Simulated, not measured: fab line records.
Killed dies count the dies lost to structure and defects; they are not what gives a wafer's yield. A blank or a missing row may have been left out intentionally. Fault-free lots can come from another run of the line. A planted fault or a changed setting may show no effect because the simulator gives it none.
What tool caused it? + flow n5 finfet + 9 lots with 26 wafers sampled at 3 steps, on a route of 1938 steps

## WHAT THE GAUGES READ, wafer by wafer
N5_BEOL_M3_OCD_MEAS_38.
| lot  | measured     | on     | trench depth nm (nm) |
|------|--------------|--------|----------------------|
| L852 | day 8 21:13  | ocd-01 | 54.1 53.6 55.5       |
| L853 | day 9 06:43  | ocd-01 | 55.8 54.6 54.6       |
| L854 | day 9 10:04  | ocd-02 | 56.2 55.6 56.8       |
| L856 | day 9 16:55  | ocd-02 | 55.6 54.4 54.4       |
| L857 | day 9 17:04  | ocd-01 | 54.6 56.0 54.1       |
| L858 | day 10 09:10 | ocd-02 | 54.8 55.4 55.9       |
| L862 | day 11 08:03 | ocd-01 | 54.2 55.3 55.4       |
| L868 | day 13 19:15 | ocd-01 | 50.8 51.1            |
| L870 | day 13 23:42 | ocd-02 | 55.4 57.1 56.4       |

## WHAT TOOL EACH LOT RAN ON (gives the tool, then ch and the chambers of the sampled wafers, and finally the start)
| lot  | N5_BEOL_M3_STRIP_36                | N5_BEOL_M3_TRENCH_ETCH_37          |
|------|------------------------------------|------------------------------------|
| L852 | rie diel-01 ch 1,2,3, day 8 21:01  | rie diel-01 ch 1,2,3, day 8 21:03  |
| L853 | rie diel-01 ch 0,2, day 9 06:32    | rie diel-01 ch 0,2, day 9 06:34    |
| L854 | rie diel-02 ch 2,3, day 9 09:53    | rie diel-02 ch 2,3, day 9 09:55    |
| L856 | rie diel-04 ch 1,2,3, day 9 16:44  | rie diel-04 ch 1,2,3, day 9 16:46  |
| L857 | rie diel-02 ch 0,2, day 9 16:52    | rie diel-02 ch 0,2, day 9 16:55    |
| L858 | rie diel-02 ch 2,3, day 10 08:58   | rie diel-02 ch 2,3, day 10 09:01   |
| L862 | rie diel-02 ch 0,1,2, day 11 07:51 | rie diel-02 ch 0,1,2, day 11 07:53 |
| L868 | rie diel-02 ch 0, day 13 19:04     | rie diel-02 ch 0, day 13 19:06     |
| L870 | rie diel-01 ch 0,1, day 13 23:31   | rie diel-01 ch 0,1, day 13 23:33   |
- N5_BEOL_M3_STRIP_36: strips in N2/H2.
- N5_BEOL_M3_TRENCH_ETCH_37: etches SiOC in C4F6/O2, target depth 55.555 nm, time 29.2 s.

## THE ANSWER, worked out from the rows above alone
Rule: what is usual is taken from the lots themselves. The widest of any qualifying gaps counts: lots, ordered by their means at a reading, are off when they make up no more than a third of the lots, leave a main group of 4 or more, and stand apart from it by 3 or more times the standard deviation of that group's means. A main group whose means are all the same, to the digits that the tables above print for the reading, isn't used. A lot without any number at a reading at which 4 lots or more have one is off too. The other lots that the step has rows for count as sound.
Off at N5_BEOL_M3_OCD_MEAS_38 (trench depth nm): L868. For the main group the mean is 55.2 nm and the standard deviation 0.63.
If a tool, at a process step before that reading, ran all the lots that are off and no sound lot after the first of them, it fits. The gauges at N5_BEOL_M3_OCD_MEAS_38 are tried like those tools. Undecided on this evidence; 2 tools fit (rie diel-02 at N5_BEOL_M3_STRIP_36 and N5_BEOL_M3_TRENCH_ETCH_37, ocd-01 at N5_BEOL_M3_OCD_MEAS_38).

## WHAT THE SIMULATOR HAD INSERTED
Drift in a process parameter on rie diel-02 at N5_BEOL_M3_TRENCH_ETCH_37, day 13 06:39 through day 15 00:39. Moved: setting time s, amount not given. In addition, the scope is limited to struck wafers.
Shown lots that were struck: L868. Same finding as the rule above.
